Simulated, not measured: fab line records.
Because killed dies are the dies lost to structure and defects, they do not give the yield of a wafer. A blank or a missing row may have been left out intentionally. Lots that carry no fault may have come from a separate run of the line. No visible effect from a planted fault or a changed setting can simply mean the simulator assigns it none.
The tool behind it: which one? | flow nand-harc | 13 lots with 39 wafers sampled at 5 steps, on a route of 1302 steps

## WHAT THE GAUGES SHOWED, per wafer
NHARC_P_GATE_INSPECT_68.
lot  | measured     | on                | raw-defect-count
L607 | day 6 10:34  | defect-inspect-01 | 336 109 352
L608 | day 7 00:37  | defect-inspect-01 | 160 154 159
L609 | day 7 01:20  | defect-inspect-01 | 256 263 271
L610 | day 7 15:53  | defect-inspect-01 | 175 114 162
L612 | day 8 09:23  | defect-inspect-01 | 229 154 151
L613 | day 9 02:20  | defect-inspect-01 | 182 121 189
L614 | day 9 03:04  | defect-inspect-01 | 389 264 222
L616 | day 9 19:20  | defect-inspect-01 | 259 158 239
L615 | day 9 19:58  | defect-inspect-02 | 157 436 229
L623 | day 13 01:30 | defect-inspect-02 | 227 288 386
L624 | day 13 06:17 | defect-inspect-02 | 263 227 214
L625 | day 14 03:49 | defect-inspect-02 | 174 113 156
L626 | day 14 10:07 | defect-inspect-01 | 260 159 134

NHARC_P_CONTACT_OVL_MEAS_13.
lot  | measured     | on         | overlay-x-nm (nm) | overlay-y-nm (nm)
L607 | day 6 12:16  | overlay-01 | 0.8 0.5 0.3       | -0.3 -0.3 -0.1
L608 | day 7 02:19  | overlay-01 | 0.7 0.5 0.7       | 1.4 1.0 1.3
L609 | day 7 03:01  | overlay-01 | 1.0 1.7 1.9       | -2.0 -1.4 -1.8
L610 | day 7 17:35  | overlay-02 | -0.1 0.0 -0.3     | 0.7 0.8 0.7
L612 | day 8 10:58  | overlay-02 | 0.1 0.9 0.3       | -0.7 -0.3 -0.1
L613 | day 9 04:01  | overlay-02 | -0.2 -0.5 -0.4    | 0.9 1.1 1.2
L614 | day 9 04:46  | overlay-02 | -0.2 0.1 0.2      | -0.7 -0.6 -1.0
L616 | day 9 20:55  | overlay-01 | 1.1 0.8 0.8       | -0.6 -0.1 -0.6
L615 | day 9 21:32  | overlay-02 | 0.6 0.2 -0.1      | -1.3 -1.3 -1.5
L623 | day 13 03:04 | overlay-01 | 0.4 0.3 0.4       | 0.1 0.5 0.1
L624 | day 13 07:59 | overlay-01 | 0.7 1.0 0.6       | -0.7 -1.7 -1.8
L625 | day 14 05:23 | overlay-02 | -1.4 -1.2 -1.3    | 0.1 -0.4 0.0
L626 | day 14 11:49 | overlay-02 | -0.6 -0.1 -0.7    | 0.3 0.3 0.5

NHARC_END_SORT_01.
lot  | measured     | on        | killed-at-array | killed-at-other | killed-at-periphery | killed-dies | killed-open | killed-short
L608 | day 25 21:34 | prober-01 | 81 82 78        | 4 5 2           | 0 2 2               | 85 89 82    | 5 6 3       | 5 3 2
L612 | day 27 13:29 | prober-01 | 59 68 74        | 0 0 0           | 2 1 3               | 61 69 77    | 3 1 3       | 2 1 4
L615 | day 28 15:27 | prober-02 | 78 84 72        | 3 0 1           | 4 1 4               | 85 85 77    | 4 2 5       | 2 2 7

## EACH LOT AND THE TOOL THAT RAN IT (in order: tool; ch and the chambers of the sampled wafers; start)
lot  | NHARC_P_CONTACT_CMP_01        | NHARC_P_CONTACT_SOFTBAKE_07
L607 | cmp-02 ch 0,1,2, day 6 11:23  | litho-track-04 ch 0, day 6 11:00
L608 | cmp-02 ch 1,3, day 7 01:23    | litho-track-06 ch 0, day 7 01:00
L609 | cmp-01 ch 1,2, day 7 02:06    | litho-track-01 ch 0, day 7 02:00
L610 | cmp-02 ch 0,3, day 7 16:41    | litho-track-06 ch 0, day 7 17:00
L612 | cmp-01 ch 0,2,3, day 8 10:10  | litho-track-01 ch 0, day 8 10:00
L613 | cmp-01 ch 1,2,3, day 9 03:08  | litho-track-01 ch 0, day 9 03:00
L614 | cmp-02 ch 1,2,3, day 9 03:50  | litho-track-01 ch 0, day 9 04:00
L616 | cmp-01 ch 0,1,2, day 9 20:11  | litho-track-01 ch 0, day 9 20:00
L615 | cmp-01 ch 1,2,3, day 9 20:44  | litho-track-06 ch 0, day 9 21:00
L623 | cmp-03 ch 0,2,3, day 13 02:20 | litho-track-01 ch 0, day 13 02:00
L624 | cmp-01 ch 0,2, day 13 07:04   | litho-track-06 ch 0, day 13 07:00
L625 | cmp-01 ch 0,1,3, day 14 04:40 | litho-track-06 ch 0, day 14 04:00
L626 | cmp-02 ch 1,2,3, day 14 10:53 | litho-track-01 ch 0, day 14 11:00
- NHARC_P_CONTACT_CMP_01: polishes SiO2, target thk 200 nm.
- NHARC_P_CONTACT_SOFTBAKE_07: time 55 s.

## AS READ BY THE TOOLS THEMSELVES (means over the sampled wafers that have a number; for cases with no such wafer, the mark the record gives instead)
NHARC_P_CONTACT_CMP_01.
lot  | tool   | motor-current-A (A)
L607 | cmp-02 | 11.8
L608 | cmp-02 | 12.5
L609 | cmp-01 | 11.0
L610 | cmp-02 | 12.4
L612 | cmp-01 | 11.8
L613 | cmp-01 | 11.5
L614 | cmp-02 | 11.7
L616 | cmp-01 | 11.5
L615 | cmp-01 | 11.5
L623 | cmp-03 | 12.0
L624 | cmp-01 | 11.8
L625 | cmp-01 | 11.6
L626 | cmp-02 | 12.3

NHARC_P_CONTACT_SOFTBAKE_07.
lot  | tool           | chill-plate-temp-C (C) | heater-power-total-W (W) | plate-temp-C (C)
L607 | litho-track-04 | 22.85                  | 188.48                   | 105.03
L608 | litho-track-06 | 22.91                  | 188.50                   | 104.98
L609 | litho-track-01 | 22.97                  | 188.48                   | 105.02
L610 | litho-track-06 | 23.14                  | 188.47                   | 104.90
L612 | litho-track-01 | 22.95                  | 188.39                   | 105.11
L613 | litho-track-01 | 22.82                  | 188.46                   | 104.87
L614 | litho-track-01 | 23.01                  | 222.70                   | -
L616 | litho-track-01 | 23.02                  | 222.53                   | -
L615 | litho-track-06 | 23.00                  | 188.36                   | 104.88
L623 | litho-track-01 | 23.07                  | 188.44                   | 105.01
L624 | litho-track-06 | 23.10                  | 188.45                   | 104.90
L625 | litho-track-06 | 23.05                  | 188.43                   | 105.00
L626 | litho-track-01 | 22.97                  | 188.53                   | 104.82

## THE ANSWER, worked out from the rows above alone
Rule: what is usual is taken from the lots themselves. The widest of any qualifying gaps counts: lots, ordered by their means at a reading, are off when they make up no more than a third of the lots, leave a main group of 4 or more, and stand apart from it by 3 or more times the standard deviation of that group's means. The tables above print the reading to a certain number of digits; a main group whose means all agree to those digits is not used. Also off: a lot with no number at a reading for which 4 or more lots have one. The other lots that the step has rows for count as sound. The gauges are gone through in route order, then the tools' own readings, and for those a lot's mean is taken as printed above. At the first step where some lot is off, the reading lying furthest off is the one used; lots without a number count as furthest.
Off at NHARC_P_CONTACT_SOFTBAKE_07 (plate-temp-C): L614, L616. Without a number there: L614, L616. Main group: mean 104.96 C, sd 0.083.
If a tool, at that step or one of the process steps before it, ran each lot that is off and ran no sound lot following the first of them, it fits. None of those tried fits.

## WHAT THE SIMULATOR PUT IN
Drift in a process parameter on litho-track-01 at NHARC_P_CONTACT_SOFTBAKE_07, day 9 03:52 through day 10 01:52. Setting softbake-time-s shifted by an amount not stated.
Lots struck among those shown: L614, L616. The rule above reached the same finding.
